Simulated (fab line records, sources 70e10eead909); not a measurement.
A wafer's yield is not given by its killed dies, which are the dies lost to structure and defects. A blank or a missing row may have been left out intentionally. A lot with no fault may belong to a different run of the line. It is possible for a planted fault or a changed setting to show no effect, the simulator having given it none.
Chamber matching | flow nand_harc | NHARC_A_CONTACT_ALD_18 on ald_metal-04 has 4 sister chambers
The step deposits TiN, target thk 3 nm, pulse time 1 s, ald cycles 150. 4 wafers are shown with their chamber, then 9 later ones without.

EACH WAFER AND ITS CHAMBER
wafer  | chamber | heater_power_w (W)
L082.5 | 0       | 1023
L089.4 | 1       | 1293
L092.2 | 3       | 1031
L092.6 | 2       | 1283

WAFERS WITHOUT THEIR CHAMBER
wafer  | heater_power_w (W)
L094.1 | 1036
L094.2 | 1319
L094.3 | 1007
L094.4 | 1253
L094.5 | 1028
L094.6 | 1281
L096.2 | 1280
L096.5 | 1290
L096.6 | 1273

WHICH CHAMBER EACH WENT THROUGH
wafer  | from the rows above     | in truth
L094.1 | can't be placed: 3 or 0 | 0
L094.2 | can't be placed: 1 or 2 | 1
L094.3 | can't be placed: 0 or 3 | 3
L094.4 | can't be placed: 2 or 1 | 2
L094.5 | can't be placed: 3 or 0 | 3
L094.6 | can't be placed: 2 or 1 | 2
L096.2 | can't be placed: 2 or 1 | 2
L096.5 | can't be placed: 1 or 2 | 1
L096.6 | can't be placed: 2 or 1 | 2
Correct placement for 0 of the 9. Cannot be placed on the basis of these rows: 9; the candidates contain the true chamber in 9. Wrongly placed: 0.
How it was worked out, from the rows above alone: a wafer's distance from a chamber is the root of the sum, over the readings, of the square of ((its reading less the chamber's mean) divided by the reading's scatter). If the next closest chamber is less than 2 further off than the closest, the wafer can't be placed; otherwise it belongs to the closest. A chamber's mean is the mean of its shown wafers. The scatter (one wafer shown for each chamber): square how far every hidden wafer sits from the nearest shown wafer, average those squares and take the square root.
